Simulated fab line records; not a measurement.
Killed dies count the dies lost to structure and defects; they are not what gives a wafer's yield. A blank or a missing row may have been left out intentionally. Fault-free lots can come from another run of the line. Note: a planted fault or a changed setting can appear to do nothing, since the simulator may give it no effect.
Chamber matching -- flow nandHarc -- NHARC_A_CHANNEL_FILL_D2_ETCHBACK_20 on rieDiel-10: 4 sister chambers
The step etches the open film in C4F8/O2/Ar, target depth 27 nm, time 13.5 s. 14 wafers are shown with their chamber, then 7 later ones without.

== WAFERS PAIRED WITH THEIR CHAMBERS ==
wafer,chamber,rfVppV (V),oesProductAu (a.u.),biasW (W)
L375.2,1,977,0.99,1501
L375.3,3,970,1.00,1503
L375.4,0,973,1.00,1497
L377.1,3,970,1.00,1506
L377.4,0,973,0.99,1493
L377.5,2,978,1.00,1504
L379.2,2,979,0.93,1502
L379.3,1,977,0.93,1500
L379.5,0,972,0.92,1503
L381.1,0,972,0.99,1506
L381.2,1,978,1.00,1504
L381.5,1,979,1.00,1504
L384.1,2,977,1.01,1499
L384.4,3,971,1.00,1499

SIGNATURES (averages over the wafers above)
reading,chamber 0,chamber 1,chamber 2,chamber 3,scatter within a chamber
rfVppV,972.50,977.75,978.00,970.33,0.801
oesProductAu,0.9750,0.9800,0.9800,1.0000,0.0336
biasW,1499.75,1502.25,1501.67,1502.67,3.91
Rule: distance of a wafer from a chamber = root of the sum over the readings of ((wafer's reading minus chamber's mean) / reading's scatter) squared. If the next closest chamber is less than 2 further off than the closest, the wafer can't be placed; otherwise it belongs to the closest. The scatter is the square root of a quotient: the sum, over the shown wafers, of each reading's squared deviation from its chamber's mean, divided by wafers minus chambers.

== WAFERS MISSING THEIR CHAMBER ==
wafer,rfVppV (V),oesProductAu (a.u.),biasW (W)
L384.5,974,1.00,1505
L387.2,970,1.01,1505
L387.3,975,1.01,1505
L387.4,978,1.00,1499
L396.1,976,1.00,1502
L396.5,978,1.02,1496
L396.6,970,1.00,1504

== EACH ONE'S CHAMBER ==
wafer,from the rows above,in truth
L384.5,0,0
L387.2,3,3
L387.3,can't be placed: 0 or 1 or 2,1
L387.4,can't be placed: 2 or 1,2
L396.1,can't be placed: 1 or 2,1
L396.5,can't be placed: 2 or 1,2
L396.6,3,3
Placed correctly: 3 of 7. From these rows, 4 cannot be placed; in 4 the true chamber is one of the candidates. Placed wrongly: 0.
